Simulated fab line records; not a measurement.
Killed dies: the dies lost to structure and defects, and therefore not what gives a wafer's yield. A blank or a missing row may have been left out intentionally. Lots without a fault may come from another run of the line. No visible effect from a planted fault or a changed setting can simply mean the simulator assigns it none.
Matching of chambers | flow n5 finfet | rie diel-05 running N5_BEOL_M5_STRIP_64: 4 sister chambers
The step strips in CF4. 22 wafers are shown with their chamber, then 11 later ones without.

WAFERS, EACH WITH ITS CHAMBER
wafer  | chamber | showerhead plenum p Torr (Torr) | drypump motor current A (A) | oes product au (a.u.)
L076.1 | 2       | 1.77                            | 6.5                         | 0.90
L076.4 | 3       | 1.74                            | 6.3                         | 0.81
L076.6 | 3       | 1.74                            | 6.3                         | 0.79
L075.2 | 2       | 1.77                            | 6.5                         | 0.90
L075.5 | 3       | 1.74                            | 6.3                         | 0.79
L075.6 | 0       | 1.85                            | 5.5                         | 0.70
L078.1 | 2       | 1.77                            | 6.4                         | 0.89
L078.3 | 3       | 1.74                            | 6.3                         | 0.79
L078.5 | 0       | 1.85                            | 5.5                         | 0.70
L080.1 | 3       | 1.74                            | 6.4                         | 0.79
L080.3 | 0       | 1.84                            | 5.5                         | 0.70
L080.4 | 1       | 1.73                            | 5.6                         | 0.75
L081.1 | 2       | 1.77                            | 6.5                         | 0.88
L081.3 | 0       | 1.84                            | 5.4                         | 0.69
L081.5 | 0       | 1.84                            | 5.4                         | 0.70
L086.1 | 1       | 1.73                            | 5.6                         | 0.74
L086.2 | 3       | 1.73                            | 6.3                         | 0.78
L086.5 | 1       | 1.73                            | 5.6                         | 0.75
L088.2 | 0       | 1.84                            | 5.5                         | 0.68
L088.3 | 2       | 1.77                            | 6.5                         | 0.87
L088.5 | 0       | 1.84                            | 5.5                         | 0.68
L091.1 | 0       | 1.84                            | 5.4                         | 0.68

SIGNATURES, as means of the wafers listed above
reading                  | chamber 0 | chamber 1 | chamber 2 | chamber 3 | scatter within a chamber
showerhead plenum p Torr | 1.8425    | 1.7300    | 1.7700    | 1.7383    | 0.0036
drypump motor current A  | 5.463     | 5.600     | 6.480     | 6.317     | 0.0441
oes product au           | 0.6913    | 0.7467    | 0.8880    | 0.7917    | 0.0103
Rule: for a wafer and a chamber, the distance is found by dividing, reading by reading, the gap between the wafer's reading and the chamber's mean by the reading's scatter, squaring, summing and taking the root. The wafer belongs to the nearest chamber; if the next one is less than 2 further off, it can't be placed. The scatter: the root of (the sum of the squares of (reading less its chamber's mean) over the shown wafers, divided by (wafers less chambers)).

WAFERS WITH NO CHAMBER GIVEN
wafer  | showerhead plenum p Torr (Torr) | drypump motor current A (A) | oes product au (a.u.)
L091.3 | 1.73                            | 5.6                         | 0.74
L091.4 | 1.73                            | 6.3                         | 0.77
L093.2 | 1.76                            | 6.5                         | 0.85
L093.5 | 1.84                            | 5.5                         | 0.68
L093.6 | 1.73                            | 6.3                         | 0.77
L094.1 | 1.73                            | 6.4                         | 0.76
L094.4 | 1.76                            | 6.5                         | 0.85
L094.6 | 1.76                            | 6.5                         | 0.84
L097.1 | 1.76                            | 6.5                         | 0.84
L097.2 | 1.73                            | 6.3                         | 0.76
L097.6 | 1.76                            | 6.5                         | 0.83

THE CHAMBER EACH PASSED THROUGH
wafer  | from the rows above     | in truth
L091.3 | 1                       | 1
L091.4 | 3                       | 3
L093.2 | 2                       | 2
L093.5 | 0                       | 0
L093.6 | 3                       | 3
L094.1 | 3                       | 3
L094.4 | 2                       | 2
L094.6 | 2                       | 2
L097.1 | 2                       | 2
L097.2 | 3                       | 3
L097.6 | can't be placed: 2 or 3 | 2
Placed correctly: 10 of 11. Cannot be placed on the basis of these rows: 1; the candidates contain the true chamber in 1. 0 placed wrongly.
